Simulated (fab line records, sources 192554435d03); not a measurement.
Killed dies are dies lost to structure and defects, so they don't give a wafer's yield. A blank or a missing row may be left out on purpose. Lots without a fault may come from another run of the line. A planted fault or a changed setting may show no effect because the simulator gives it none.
Chamber matching | flow n5_finfet | N5_MOL_CONTACT_COAG_ETCH_90 on rie_diel-02: 4 sister chambers
The step etches SiARC in CF4, target depth 13 nm, time 21.7 s. 8 wafers are shown with their chamber, then 7 later ones without.

WAFERS WITH THEIR CHAMBER
wafer  | chamber | showerhead_plenum_p_Torr (Torr) | throttle_valve_pct (%)
L076.3 | 3       | 2.24                            | 15.25
L076.5 | 2       | 2.11                            | 15.63
L086.2 | 3       | 2.23                            | 15.33
L087.1 | 0       | 2.14                            | 15.77
L087.4 | 2       | 2.10                            | 15.70
L087.5 | 1       | 2.06                            | 15.72
L094.3 | 0       | 2.13                            | 15.80
L094.4 | 1       | 2.06                            | 15.75

WAFERS WITHOUT THEIR CHAMBER
wafer  | showerhead_plenum_p_Torr (Torr) | throttle_valve_pct (%)
L094.5 | 2.23                            | 15.35
L092.1 | 2.23                            | 15.35
L092.2 | 2.13                            | 15.79
L092.5 | 2.23                            | 15.35
L095.2 | 2.06                            | 15.77
L095.3 | 2.13                            | 15.82
L095.5 | 2.13                            | 15.81

WHICH CHAMBER EACH WENT THROUGH
wafer  | from the rows above | in truth
L094.5 | 3                   | 3
L092.1 | 3                   | 3
L092.2 | 0                   | 0
L092.5 | 3                   | 3
L095.2 | 1                   | 1
L095.3 | 0                   | 0
L095.5 | 0                   | 0
Placed correctly: 7 of 7. Can't be placed from these rows: 0. Placed wrongly: 0.
How it was worked out, from the rows above alone: a wafer's distance from a chamber is the root of the sum, over the readings, of the square of ((its reading less the chamber's mean) divided by the reading's scatter). The wafer belongs to the nearest chamber; if the next one is less than 2 further off, it can't be placed. A chamber's mean is the mean of its shown wafers. The scatter: the root of (the sum of the squares of (reading less its chamber's mean) over the shown wafers, divided by (wafers less chambers)).
